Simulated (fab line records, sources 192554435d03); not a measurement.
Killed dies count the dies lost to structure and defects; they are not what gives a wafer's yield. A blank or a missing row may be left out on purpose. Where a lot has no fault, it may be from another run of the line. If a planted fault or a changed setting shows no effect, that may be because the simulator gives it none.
Lot-split experiment || flow n5_finfet || 21 wafers read from 7 lots, route of 1938 steps

ABOUT THE SPLIT
At N5_SD_EPI_N_EPI_21 (deposits Si:P, time 690 s), the setting temp_c was moved away from the recipe's 680 C on 8 of the 21 wafers read, by -0.5% to +0.7%. The other wafers ran this setting at the recipe's value.

FROM THE SPLIT TO THE READING: what the file shows between them, 7 steps
- N5_SD_EPI_N_PRECLEAN_24: cleans in O3/DIW, time 60 s
- N5_SD_EPI_P_EPI_21: deposits SiGe:B, time 355 s
- N5_SD_EPI_P_HM_STRIP_48: strips SiNx in H3PO4, material SiNx, target depth 3 nm
- N5_SD_EPI_P_SRD_49: time 30 s
- N5_SD_EPI_P_PRECLEAN_24: cleans in O3/DIW, time 45 s
- N5_SD_ACTIVATION_RTA_00: time 0 s
- N5_SD_ACTIVATION_LSA_01: time 0.0008 s

THE READING
RS_SD_N in ohm/sq, measured at N5_SD_ACTIVATION_RS_MEAS_03 by four-point-probe. Typical for fault-free wafers on this fab line: 22.01 ohm/sq, with standard deviation 0.25 ohm/sq.

{"wafer": "L076.1", "tool, chamber at the split": "epi_rpcvd-02, 0", "temp_c as run, C": 680, "against the recipe": "recipe", "RS_SD_N, ohm/sq": 22.37, "against lot-mates on the recipe": "-"}
{"wafer": "L076.2", "tool, chamber at the split": "epi_rpcvd-02, 0", "temp_c as run, C": 681.3, "against the recipe": "+0.2%", "RS_SD_N, ohm/sq": 21.28, "against lot-mates on the recipe": -1.09}
{"wafer": "L076.5", "tool, chamber at the split": "epi_rpcvd-02, 0", "temp_c as run, C": 681.3, "against the recipe": "+0.2%", "RS_SD_N, ohm/sq": 21.71, "against lot-mates on the recipe": -0.66}
{"wafer": "L078.1", "tool, chamber at the split": "epi_rpcvd-02, 0", "temp_c as run, C": 680, "against the recipe": "recipe", "RS_SD_N, ohm/sq": 22.06, "against lot-mates on the recipe": "-"}
{"wafer": "L078.3", "tool, chamber at the split": "epi_rpcvd-02, 0", "temp_c as run, C": 680, "against the recipe": "recipe", "RS_SD_N, ohm/sq": 22.18, "against lot-mates on the recipe": "-"}
{"wafer": "L078.6", "tool, chamber at the split": "epi_rpcvd-02, 0", "temp_c as run, C": 680, "against the recipe": "recipe", "RS_SD_N, ohm/sq": 22.45, "against lot-mates on the recipe": "-"}
{"wafer": "L081.1", "tool, chamber at the split": "epi_rpcvd-02, 0", "temp_c as run, C": 680, "against the recipe": "recipe", "RS_SD_N, ohm/sq": 21.92, "against lot-mates on the recipe": "-"}
{"wafer": "L081.4", "tool, chamber at the split": "epi_rpcvd-02, 0", "temp_c as run, C": 680, "against the recipe": "recipe", "RS_SD_N, ohm/sq": 21.47, "against lot-mates on the recipe": "-"}
{"wafer": "L081.5", "tool, chamber at the split": "epi_rpcvd-02, 0", "temp_c as run, C": 680, "against the recipe": "recipe", "RS_SD_N, ohm/sq": 22.11, "against lot-mates on the recipe": "-"}
{"wafer": "L086.1", "tool, chamber at the split": "epi_rpcvd-03, 0", "temp_c as run, C": 682.1, "against the recipe": "+0.3%", "RS_SD_N, ohm/sq": 21.60, "against lot-mates on the recipe": -0.32}
{"wafer": "L086.3", "tool, chamber at the split": "epi_rpcvd-03, 0", "temp_c as run, C": 680, "against the recipe": "recipe", "RS_SD_N, ohm/sq": 21.92, "against lot-mates on the recipe": "-"}
{"wafer": "L086.6", "tool, chamber at the split": "epi_rpcvd-03, 0", "temp_c as run, C": 682.1, "against the recipe": "+0.3%", "RS_SD_N, ohm/sq": 21.30, "against lot-mates on the recipe": -0.62}
{"wafer": "L093.1", "tool, chamber at the split": "epi_rpcvd-04, 0", "temp_c as run, C": 682.4, "against the recipe": "+0.4%", "RS_SD_N, ohm/sq": 21.47, "against lot-mates on the recipe": -0.87}
{"wafer": "L093.5", "tool, chamber at the split": "epi_rpcvd-04, 0", "temp_c as run, C": 680, "against the recipe": "recipe", "RS_SD_N, ohm/sq": 22.40, "against lot-mates on the recipe": "-"}
{"wafer": "L093.6", "tool, chamber at the split": "epi_rpcvd-04, 0", "temp_c as run, C": 680, "against the recipe": "recipe", "RS_SD_N, ohm/sq": 22.28, "against lot-mates on the recipe": "-"}
{"wafer": "L094.1", "tool, chamber at the split": "epi_rpcvd-02, 0", "temp_c as run, C": 684.6, "against the recipe": "+0.7%", "RS_SD_N, ohm/sq": 20.42, "against lot-mates on the recipe": -1.80}
{"wafer": "L094.2", "tool, chamber at the split": "epi_rpcvd-02, 0", "temp_c as run, C": 680, "against the recipe": "recipe", "RS_SD_N, ohm/sq": 22.13, "against lot-mates on the recipe": "-"}
{"wafer": "L094.6", "tool, chamber at the split": "epi_rpcvd-02, 0", "temp_c as run, C": 680, "against the recipe": "recipe", "RS_SD_N, ohm/sq": 22.31, "against lot-mates on the recipe": "-"}
{"wafer": "L095.2", "tool, chamber at the split": "epi_rpcvd-02, 0", "temp_c as run, C": 680, "against the recipe": "recipe", "RS_SD_N, ohm/sq": 21.95, "against lot-mates on the recipe": "-"}
{"wafer": "L095.3", "tool, chamber at the split": "epi_rpcvd-02, 0", "temp_c as run, C": 676.7, "against the recipe": "-0.5%", "RS_SD_N, ohm/sq": 23.35, "against lot-mates on the recipe": "+1.40"}
{"wafer": "L095.4", "tool, chamber at the split": "epi_rpcvd-02, 0", "temp_c as run, C": 676.7, "against the recipe": "-0.5%", "RS_SD_N, ohm/sq": 23.46, "against lot-mates on the recipe": "+1.51"}

FIT RESULTS
A straight line over all 21 wafers: RS_SD_N changes by -2.5 ohm/sq for each +1% of temp_c; r = -0.94; the points scatter about the line by 0.24 ohm/sq.
The same after taking each lot's own level away (the mean of its wafers on the recipe; 21 wafers): -2.72 ohm/sq for each +1%; r = -0.95; scatter 0.23 ohm/sq.
Per that fit: largest temp_c move, reading shift of 1.8 ohm/sq.
The lots' own levels span 21.833 to 22.370 ohm/sq, that is 2.1 times the standard deviation above.
The two slopes agree, so the slope changes little with the lot-to-lot level.
Check: for one of the wafers moved furthest among these (+0.7%), held out of the fit, the line's prediction against its lot-mates is -1.83 ohm/sq. Against them it came out at -1.8 ohm/sq.

THESE WAFERS: OTHER SPLITS
Other splits were also applied to these wafers ahead of the reading. Each is held against what the fit with the lots' levels taken away leaves over:
{"other split on the same wafers": "N5_ZERO_LAYER_PECVD_02 time_s", "wafers away from the commonest value": 7, "r with RS_SD_N (lot level and that fit taken away)": -0.53}
{"other split on the same wafers": "N5_WELL_APT_EXPOSE_05 dose_mj", "wafers away from the commonest value": 7, "r with RS_SD_N (lot level and that fit taken away)": -0.33}
{"other split on the same wafers": "N5_WELL_APT_DEVELOP_07 develop_time_s", "wafers away from the commonest value": 6, "r with RS_SD_N (lot level and that fit taken away)": -0.10}
{"other split on the same wafers": "N5_DUMMY_GATE_PECVD_30 time_s", "wafers away from the commonest value": 7, "r with RS_SD_N (lot level and that fit taken away)": "+0.11"}
{"other split on the same wafers": "N5_DUMMY_GATE_COAT_28 spin_rpm", "wafers away from the commonest value": 5, "r with RS_SD_N (lot level and that fit taken away)": -0.05}

THE WHOLE CHAIN: every reading that the file lists as answering this split, in the file's order
{"step": "N5_SD_EPI_N_EPI_21", "what it does": "deposits Si:P, time 690 s", "reading": "Si-P_of_SD_EPI_N_EPI_21.thk_nm (the simulator's own value, which no gauge read)", "change (the file's fit)": "+7.53 nm for each +1% of the setting", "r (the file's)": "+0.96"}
{"step": "N5_SD_EPI_P_HM_STRIP_48", "what it does": "strips SiNx in H3PO4, material SiNx, target depth 3 nm", "reading": "Si-P_of_SD_EPI_N_EPI_21.thk_nm (the simulator's own value, which no gauge read)", "change (the file's fit)": "+7.4 nm for each +1% of the setting", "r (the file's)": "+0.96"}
{"step": "N5_SD_ACTIVATION_RS_MEAS_03", "what it does": "measures by four-point-probe", "reading": "RS_SD_N", "change (the file's fit)": "-2.68 for each +1% of the setting", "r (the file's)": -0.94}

THE FILE'S OWN FIT
RS_SD_N changes by -2.68 ohm/sq for each +1% of temp_c, r = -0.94.
